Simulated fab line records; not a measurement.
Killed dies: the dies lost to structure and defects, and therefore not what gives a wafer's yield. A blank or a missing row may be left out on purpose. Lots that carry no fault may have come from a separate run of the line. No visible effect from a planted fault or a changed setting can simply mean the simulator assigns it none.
Which tool is to blame?	flow n5_finfet	24 lots with 72 wafers sampled at 6 steps, on a route of 1938 steps

WHAT THE GAUGES READ, wafer by wafer
N5_BEOL_M5_CD_MEAS_11: the cd target is 27.74 nm.
lot	measured	on	cd_nm (nm)
L074	day 8 05:09	cd_sem-03	28.27 28.08 28.30
L075	day 8 12:28	cd_sem-03	28.12 28.05 27.64
L076	day 8 19:52	cd_sem-03	28.18 28.25 27.81
L077	day 9 07:43	cd_sem-03	27.73 27.91 28.13
L079	day 9 14:41	cd_sem-02	27.51 28.19 28.08
L081	day 9 13:09	cd_sem-03	27.88 27.47 27.82
L080	day 9 14:52	cd_sem-03	27.71 28.17 27.79
L078	day 9 15:32	cd_sem-01	27.60 27.71 27.84
L082	day 9 16:11	cd_sem-03	28.11 28.01 28.05
L083	day 10 06:48	cd_sem-02	28.43 27.89 27.77
L084	day 10 12:50	cd_sem-03	27.76 28.13 28.35
L085	day 11 07:33	cd_sem-03	27.89 28.26 28.02
L087	day 11 07:40	cd_sem-03	27.98 27.83 27.76
L086	day 11 17:20	cd_sem-02	28.01 27.64 27.99
L089	day 11 20:53	cd_sem-03	28.23 28.26 28.29
L091	day 12 00:12	cd_sem-01	28.34 28.22 28.41
L088	day 12 00:49	cd_sem-03	28.17 27.88 27.82
L090	day 12 03:10	cd_sem-01	28.15 28.19 27.80
L093	day 12 14:34	cd_sem-01	28.05 28.03 28.02
L092	day 13 02:31	cd_sem-02	28.11 27.93 28.07
L094	day 13 10:29	cd_sem-03	27.77 27.85 27.67
L095	day 14 00:55	cd_sem-01	28.40 27.35 28.06
L096	day 14 00:49	cd_sem-01	27.89 27.80 28.06
L097	day 14 04:11	cd_sem-01	27.70 27.69 27.86

WHAT TOOL EACH LOT RAN ON (gives the tool, then ch and the chambers of the sampled wafers, and finally the start)
lot	N5_BEOL_M4_PRE_CLEAN_45	N5_BEOL_M4_ANNEAL_93	N5_BEOL_M4_DEP_57	N5_BEOL_M5_ILD_DEP_00	N5_BEOL_M5_CURE_79
L074	pvd_sputter-01, day 7 18:44	pvd_sputter-03, day 7 21:29	pecvd-01 ch 0,2, day 7 22:50	pecvd-01 ch 0,2, day 7 23:55	uv_cure-03 ch 2, day 8 00:15
L075	pvd_sputter-03, day 8 05:10	pvd_sputter-03, day 8 07:08	pecvd-04 ch 0,1, day 8 08:29	pecvd-02 ch 0,1, day 8 09:34	uv_cure-01 ch 0, day 8 09:38
L076	pvd_sputter-01, day 8 13:13	pvd_sputter-03, day 8 15:21	pecvd-01 ch 1,2, day 8 16:42	pecvd-01 ch 0,1,2, day 8 17:47	uv_cure-02 ch 1, day 8 17:56
L077	pvd_sputter-01, day 9 00:07	pvd_sputter-03, day 9 03:25	pecvd-02 ch 0,1,2, day 9 04:58	pecvd-03 ch 0,1,2, day 9 06:03	uv_cure-03 ch 0, day 9 06:16
L079	pvd_sputter-01, day 9 07:32	pvd_sputter-01, day 9 09:35	pecvd-01 ch 1,2, day 9 11:00	pecvd-03 ch 0,1,2, day 9 12:05	uv_cure-02 ch 1, day 9 12:08
L081	pvd_sputter-03, day 9 07:36	pvd_sputter-02, day 9 09:31	pecvd-04 ch 0,1, day 9 10:52	pecvd-01 ch 0,2, day 9 11:58	uv_cure-03 ch 2, day 9 12:02
L080	pvd_sputter-03, day 9 07:46	pvd_sputter-03, day 9 10:11	pecvd-04 ch 0,1, day 9 11:33	pecvd-01 ch 0,1,2, day 9 12:55	uv_cure-02 ch 0, day 9 13:08
L078	pvd_sputter-03, day 9 07:50	pvd_sputter-02, day 9 11:24	pecvd-04 ch 0,1, day 9 12:50	pecvd-01 ch 0,1, day 9 13:56	uv_cure-02 ch 1, day 9 14:00
L082	pvd_sputter-03, day 9 08:16	pvd_sputter-01, day 9 11:43	pecvd-02 ch 0,1,2, day 9 13:08	pecvd-02 ch 0,2, day 9 14:13	uv_cure-02 ch 2, day 9 14:38
L083	pvd_sputter-01, day 10 00:31	pvd_sputter-01, day 10 02:47	pecvd-02 ch 0,1,2, day 10 04:20	pecvd-03 ch 0,1,2, day 10 05:25	uv_cure-03 ch 0, day 10 05:34
L084	pvd_sputter-01, day 10 06:08	pvd_sputter-03, day 10 08:09	pecvd-01 ch 1,2, day 10 09:29	pecvd-03 ch 0,2, day 10 10:34	uv_cure-01 ch 2, day 10 10:43
L085	pvd_sputter-01, day 11 00:55	pvd_sputter-01, day 11 02:59	pecvd-01 ch 0,1,2, day 11 04:19	pecvd-01 ch 0,1,2, day 11 05:24	uv_cure-02 ch 0, day 11 05:32
L087	pvd_sputter-01, day 11 01:00	pvd_sputter-02, day 11 03:12	pecvd-04 ch 0,1,2, day 11 04:36	pecvd-03 ch 0,1,2, day 11 05:41	uv_cure-01 ch 1, day 11 05:58
L086	pvd_sputter-01, day 11 07:41	pvd_sputter-03, day 11 11:36	pecvd-02 ch 0,1,2, day 11 12:56	pecvd-03 ch 0,1,2, day 11 14:01	uv_cure-02 ch 0, day 11 14:05
L089	pvd_sputter-01, day 11 12:43	pvd_sputter-03, day 11 14:42	pecvd-01 ch 0,2, day 11 16:03	pecvd-03 ch 1,2, day 11 17:08	uv_cure-02 ch 2, day 11 17:11
L091	pvd_sputter-01, day 11 17:27	pvd_sputter-02, day 11 19:31	pecvd-04 ch 0,1, day 11 20:52	pecvd-01 ch 0,1, day 11 21:57	uv_cure-02 ch 2, day 11 22:07
L088	pvd_sputter-01, day 11 17:32	pvd_sputter-01, day 11 19:49	pecvd-02 ch 0,2, day 11 21:09	pecvd-03 ch 1,2, day 11 22:16	uv_cure-01 ch 2, day 11 22:38
L090	pvd_sputter-01, day 11 20:55	pvd_sputter-02, day 11 22:52	pecvd-02 ch 1,2, day 12 00:12	pecvd-02 ch 0,1,2, day 12 01:17	uv_cure-01 ch 1, day 12 01:20
L093	pvd_sputter-02, day 12 07:47	pvd_sputter-03, day 12 10:01	pecvd-01 ch 0,1,2, day 12 11:38	pecvd-01 ch 0,2, day 12 12:43	uv_cure-02 ch 0, day 12 12:56
L092	pvd_sputter-03, day 12 19:14	pvd_sputter-03, day 12 21:21	pecvd-01 ch 0,1,2, day 12 22:43	pecvd-02 ch 0,1,2, day 12 23:47	uv_cure-03 ch 1, day 13 00:19
L094	pvd_sputter-03, day 13 04:23	pvd_sputter-03, day 13 06:21	pecvd-01 ch 1,2, day 13 07:41	pecvd-02 ch 1,2, day 13 08:46	uv_cure-01 ch 0, day 13 08:50
L095	pvd_sputter-02, day 13 18:21	pvd_sputter-02, day 13 20:38	pecvd-04 ch 0,1, day 13 22:09	pecvd-02 ch 0,1, day 13 23:14	uv_cure-01 ch 1, day 13 23:17
L096	pvd_sputter-02, day 13 18:26	pvd_sputter-01, day 13 20:30	pecvd-02 ch 1,2, day 13 21:55	pecvd-01 ch 0,1, day 13 22:59	uv_cure-02 ch 0, day 13 23:03
L097	pvd_sputter-03, day 13 21:30	pvd_sputter-03, day 14 00:00	pecvd-02 ch 1,2, day 14 01:28	pecvd-01 ch 0,2, day 14 02:32	uv_cure-03 ch 1, day 14 02:46
- N5_BEOL_M4_PRE_CLEAN_45: time 30 s.
- N5_BEOL_M4_ANNEAL_93: time 240 s.
- N5_BEOL_M4_DEP_57: deposits SiCN from 3MS/NH3, target thk 8 nm, time 14 s.
- N5_BEOL_M5_ILD_DEP_00: deposits SiCOH lowk from DEMS/porogen, target thk 140.64 nm, time 25.9 s.
- N5_BEOL_M5_CURE_79: cures SiCOH lowk, time 240 s.

AS READ BY THE TOOLS THEMSELVES (means over the sampled wafers that have a number; for cases with no such wafer, the mark the record gives instead)
N5_BEOL_M4_PRE_CLEAN_45.
lot	tool	heater_power_w (W)
L074	pvd_sputter-01	336
L075	pvd_sputter-03	356
L076	pvd_sputter-01	339
L077	pvd_sputter-01	345
L079	pvd_sputter-01	329
L081	pvd_sputter-03	374
L080	pvd_sputter-03	334
L078	pvd_sputter-03	354
L082	pvd_sputter-03	332
L083	pvd_sputter-01	344
L084	pvd_sputter-01	326
L085	pvd_sputter-01	338
L087	pvd_sputter-01	335
L086	pvd_sputter-01	343
L089	pvd_sputter-01	340
L091	pvd_sputter-01	338
L088	pvd_sputter-01	341
L090	pvd_sputter-01	348
L093	pvd_sputter-02	364
L092	pvd_sputter-03	354
L094	pvd_sputter-03	359
L095	pvd_sputter-02	349
L096	pvd_sputter-02	352
L097	pvd_sputter-03	372

N5_BEOL_M4_ANNEAL_93.
lot	tool	heater_power_w (W)
L074	pvd_sputter-03	838
L075	pvd_sputter-03	884
L076	pvd_sputter-03	890
L077	pvd_sputter-03	904
L079	pvd_sputter-01	847
L081	pvd_sputter-02	908
L080	pvd_sputter-03	888
L078	pvd_sputter-02	872
L082	pvd_sputter-01	832
L083	pvd_sputter-01	854
L084	pvd_sputter-03	834
L085	pvd_sputter-01	813
L087	pvd_sputter-02	882
L086	pvd_sputter-03	831
L089	pvd_sputter-03	899
L091	pvd_sputter-02	899
L088	pvd_sputter-01	838
L090	pvd_sputter-02	876
L093	pvd_sputter-03	887
L092	pvd_sputter-03	888
L094	pvd_sputter-03	835
L095	pvd_sputter-02	890
L096	pvd_sputter-01	824
L097	pvd_sputter-03	879

N5_BEOL_M4_DEP_57.
lot	tool	showerhead_plenum_p_Torr (Torr)	throttle_valve_pct (%)
L074	pecvd-01	3.657	9.1
L075	pecvd-04	3.675	9.9
L076	pecvd-01	3.660	9.7
L077	pecvd-02	3.659	8.8
L079	pecvd-01	3.658	9.8
L081	pecvd-04	3.678	9.9
L080	pecvd-04	3.668	9.6
L078	pecvd-04	3.682	9.9
L082	pecvd-02	3.664	9.0
L083	pecvd-02	3.665	9.0
L084	pecvd-01	3.661	9.2
L085	pecvd-01	3.657	9.3
L087	pecvd-04	3.668	9.4
L086	pecvd-02	3.669	8.8
L089	pecvd-01	3.662	8.9
L091	pecvd-04	3.674	9.8
L088	pecvd-02	3.670	8.8
L090	pecvd-02	3.680	8.7
L093	pecvd-01	3.663	9.4
L092	pecvd-01	3.667	9.4
L094	pecvd-01	3.665	9.7
L095	pecvd-04	3.677	9.7
L096	pecvd-02	3.670	8.8
L097	pecvd-02	3.671	8.8

N5_BEOL_M5_ILD_DEP_00.
lot	tool	heater_power_w (W)	showerhead_plenum_p_Torr (Torr)	throttle_valve_pct (%)
L074	pecvd-01	340	5.739	13.4
L075	pecvd-02	327	5.729	13.7
L076	pecvd-01	343	5.750	14.1
L077	pecvd-03	298	5.741	13.8
L079	pecvd-03	331	5.752	13.7
L081	pecvd-01	308	5.732	13.4
L080	pecvd-01	368	5.735	14.1
L078	pecvd-01	378	5.737	15.1
L082	pecvd-02	357	5.736	13.6
L083	pecvd-03	323	5.742	13.7
L084	pecvd-03	320	5.737	13.9
L085	pecvd-01	351	5.731	14.3
L087	pecvd-03	338	5.748	13.7
L086	pecvd-03	321	5.740	13.6
L089	pecvd-03	327	5.762	13.4
L091	pecvd-01	348	5.735	15.0
L088	pecvd-03	323	5.756	13.9
L090	pecvd-02	343	5.744	13.6
L093	pecvd-01	331	5.734	13.6
L092	pecvd-02	316	5.733	13.4
L094	pecvd-02	302	5.751	13.4
L095	pecvd-02	324	5.730	13.8
L096	pecvd-01	356	5.737	15.2
L097	pecvd-01	347	5.731	13.3

N5_BEOL_M5_CURE_79.
lot	tool	lamp_power_pct (%)	wafer_temp_C_max
L074	uv_cure-03	52.36	386.5
L075	uv_cure-01	52.32	387.7
L076	uv_cure-02	52.33	387.5
L077	uv_cure-03	52.34	386.9
L079	uv_cure-02	52.31	386.8
L081	uv_cure-03	52.32	386.4
L080	uv_cure-02	52.31	386.7
L078	uv_cure-02	52.34	387.1
L082	uv_cure-02	52.33	386.5
L083	uv_cure-03	52.27	386.5
L084	uv_cure-01	52.34	386.4
L085	uv_cure-02	52.30	387.0
L087	uv_cure-01	52.29	388.3
L086	uv_cure-02	52.22	386.7
L089	uv_cure-02	52.31	386.5
L091	uv_cure-02	52.30	386.9
L088	uv_cure-01	52.28	386.3
L090	uv_cure-01	52.35	388.4
L093	uv_cure-02	52.35	387.1
L092	uv_cure-03	52.28	387.9
L094	uv_cure-01	52.26	387.1
L095	uv_cure-01	52.33	388.8
L096	uv_cure-02	52.23	387.0
L097	uv_cure-03	52.36	387.4

THE ANSWER, worked out from the rows above alone
Rule: the usual values come from the lots themselves. The widest of any qualifying gaps counts: lots, ordered by their means at a reading, are off when they make up no more than a third of the lots, leave a main group of 4 or more, and stand apart from it by 3 or more times the standard deviation of that group's means. A main group is skipped when, at the precision printed for the reading in the tables above, its means are all equal. A lot without any number at a reading at which 4 lots or more have one is off too. The other lots that the step has rows for count as sound. After the gauges, taken in route order, come the tools' own readings; for these a lot's mean is taken, as printed above. At the first step where some lot is off, the reading lying furthest off is the one used; lots without a number count as furthest.
Nothing can be told from this: no lot is off at any reading shown.

WHAT THE SIMULATOR HAD INSERTED
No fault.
